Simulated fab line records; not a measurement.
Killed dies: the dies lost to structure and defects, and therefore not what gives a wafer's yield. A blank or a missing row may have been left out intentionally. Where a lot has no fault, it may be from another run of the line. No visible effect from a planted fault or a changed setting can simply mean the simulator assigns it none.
Matching of chambers + flow n5Finfet + pecvd-01 running N5_BEOL_M15_ILD_DEP_00: 3 sister chambers
The step deposits SiO2 from TEOS/O2, target thk 1629.3 nm, time 346.1 s. 6 wafers are shown with their chamber, then 7 later ones without.

## EACH WAFER AND ITS CHAMBER
| wafer  | chamber | throttleValvePct (%) | showerheadVppV (V) |
|--------|---------|----------------------|--------------------|
| L087.2 | 0       | 18.4                 | 1808               |
| L087.5 | 0       | 18.5                 | 1808               |
| L088.1 | 2       | 18.4                 | 1770               |
| L088.6 | 1       | 20.6                 | 1906               |
| L091.1 | 1       | 20.8                 | 1923               |
| L091.3 | 2       | 18.6                 | 1772               |

## WAFERS WHOSE CHAMBER IS MISSING
| wafer  | throttleValvePct (%) | showerheadVppV (V) |
|--------|----------------------|--------------------|
| L091.5 | 18.6                 | 1753               |
| L094.1 | 18.6                 | 1759               |
| L094.5 | 20.7                 | 1933               |
| L094.6 | 18.4                 | 1778               |
| L096.1 | 18.6                 | 1804               |
| L096.2 | 20.6                 | 1962               |
| L096.5 | 20.7                 | 1955               |

## THE CHAMBER EACH PASSED THROUGH
| wafer  | from the rows above | in truth |
|--------|---------------------|----------|
| L091.5 | 2                   | 2        |
| L094.1 | 2                   | 2        |
| L094.5 | 1                   | 1        |
| L094.6 | 2                   | 2        |
| L096.1 | 0                   | 0        |
| L096.2 | 1                   | 1        |
| L096.5 | 1                   | 1        |
7 of 7 placed correctly. Can't be placed from these rows: 0. Placed wrongly: 0.
How it was worked out, from the rows above alone: a wafer's distance from a chamber is the root of the sum, over the readings, of the square of ((its reading less the chamber's mean) divided by the reading's scatter). If the next closest chamber is less than 2 further off than the closest, the wafer can't be placed; otherwise it belongs to the closest. Each chamber's mean is taken over the wafers shown for it. The scatter: take each reading less its chamber's mean, square it, sum over the shown wafers, divide by the number of wafers less the number of chambers, and take the root.
